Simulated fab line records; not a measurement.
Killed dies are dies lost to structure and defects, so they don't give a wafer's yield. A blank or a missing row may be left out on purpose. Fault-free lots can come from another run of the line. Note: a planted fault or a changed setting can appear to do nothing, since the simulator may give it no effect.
Split-lot study	flow n5Finfet	21 wafers read from 7 lots, route of 1938 steps

== ABOUT THE SPLIT ==
At N5_BEOL_M15_PEB_26 (peb time 90 s), the setting pebTimeS was moved away from the recipe's 90 s on 7 of the 21 wafers read, by -19.7% to +10.9%. The other wafers ran this setting at the recipe's value.

== FROM THE SPLIT TO THE READING: what the file shows between them, 2 steps ==
- N5_BEOL_M15_DEVELOP_27: develop time 45 s
- N5_BEOL_M15_HARDBAKE_32: time 120 s

== THE READING ==
Shown in nm: cdNm at N5_BEOL_M15_CD_MEAS_28, with target cd 407.6 nm. Typical for fault-free wafers on this fab line: 408.4 nm, with standard deviation 2 nm.

wafer	tool, chamber at the split	pebTimeS as run, s	against the recipe	cdNm, nm	against lot-mates on the recipe
L074.2	lithoTrack-02, 0	72.28	-19.7%	399.7	-12.6
L074.3	lithoTrack-02, 0	90	recipe	412.1	-
L074.4	lithoTrack-02, 0	90	recipe	412.5	-
L075.2	lithoTrack-03, 0	90	recipe	409.9	-
L075.3	lithoTrack-03, 0	90	recipe	408.8	-
L075.6	lithoTrack-03, 0	84.6	-6.0%	408.3	-1.1
L077.1	lithoTrack-04, 0	90	recipe	408.0	-
L077.5	lithoTrack-04, 0	90	recipe	410.0	-
L077.6	lithoTrack-04, 0	90	recipe	407.9	-
L078.1	lithoTrack-02, 0	90	recipe	407.7	-
L078.3	lithoTrack-02, 0	90	recipe	408.5	-
L078.6	lithoTrack-02, 0	90	recipe	409.2	-
L088.2	lithoTrack-04, 0	99.82	+10.9%	410.2	+2.1
L088.4	lithoTrack-04, 0	99.82	+10.9%	411.2	+3.1
L088.5	lithoTrack-04, 0	90	recipe	408.1	-
L095.1	lithoTrack-03, 0	90	recipe	408.3	-
L095.3	lithoTrack-03, 0	99.29	+10.3%	410.7	+2.4
L095.5	lithoTrack-03, 0	99.29	+10.3%	411.0	+2.7
L096.1	lithoTrack-04, 0	90	recipe	405.0	-
L096.3	lithoTrack-04, 0	90	recipe	404.5	-
L096.5	lithoTrack-04, 0	84.42	-6.2%	403.0	-1.8

THE FIT
A straight line over all 21 wafers: cdNm changes by +0.338 nm for each +1% of pebTimeS; r = +0.74; the points scatter about the line by 2.2 nm.
The same after taking each lot's own level away (the mean of its wafers on the recipe; 21 wafers): +0.415 nm for each +1%; r = +0.90; scatter 1.4 nm.
On that fit, the largest move of pebTimeS shifts the reading by 8.2 nm.
The span of the lots' own levels, 404.75 to 412.30 nm, comes to 3.8 times the standard deviation stated above.
So the lot-to-lot level blurs the effect unless lot-mates are compared.
Check: -4.71 nm against its lot-mates is what the line predicts for one of the wafers moved furthest among these (-19.7%) when that wafer is left out of the fit. It came out at -12.6 nm against them.

== THE OTHER SPLITS THESE WAFERS WENT THROUGH ==
Other splits were also applied to these wafers ahead of the reading. Each is held against what the fit with the lots' levels taken away leaves over:
other split on the same wafers	wafers away from the commonest value	r with cdNm (lot level and that fit taken away)
N5_BEOL_M11_EXPOSE_25 doseMj	4	+0.00
N5_BEOL_M12_ILD_DEP_00 timeS	7	+0.09
N5_BEOL_M13_COAT_58 spinRpm	9	+0.34
N5_BEOL_M13_ETCH_59 timeS	6	-0.35
N5_BEOL_M14_COAT_22 spinRpm	8	+0.08

== THE WHOLE CHAIN: every reading that the file lists as answering this split, in the file's order ==
step	what it does	reading	change (the file's fit)	r (the file's)
N5_BEOL_M15_CD_MEAS_28	target cd 407.6 nm	cdNm	+0.463 nm for each +1% of the setting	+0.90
N5_BEOL_M15_DESCUM_33	chemistry O2, time 7.9 s	BEOL_M15.cdNm (the simulator's own value, which no gauge read)	+0.47 nm for each +1% of the setting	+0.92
N5_BEOL_M15_ETCH_61	etches BARC in N2/H2, target depth 89 nm, overetch 26.7 nm, time 67.9 s	BEOL_M15.cdNm (the simulator's own value, which no gauge read)	+0.5 nm for each +1% of the setting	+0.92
N5_BEOL_M15_TRENCH_ETCH_34	etches SiO2 in C4F8/O2/Ar, target depth 872.93 nm, time 199 s	BEOL_M15.cdNm (the simulator's own value, which no gauge read)	+0.463 nm for each +1% of the setting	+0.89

== THE FILE'S OWN FIT ==
cdNm changes by +0.463 nm for each +1% of pebTimeS, r = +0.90.
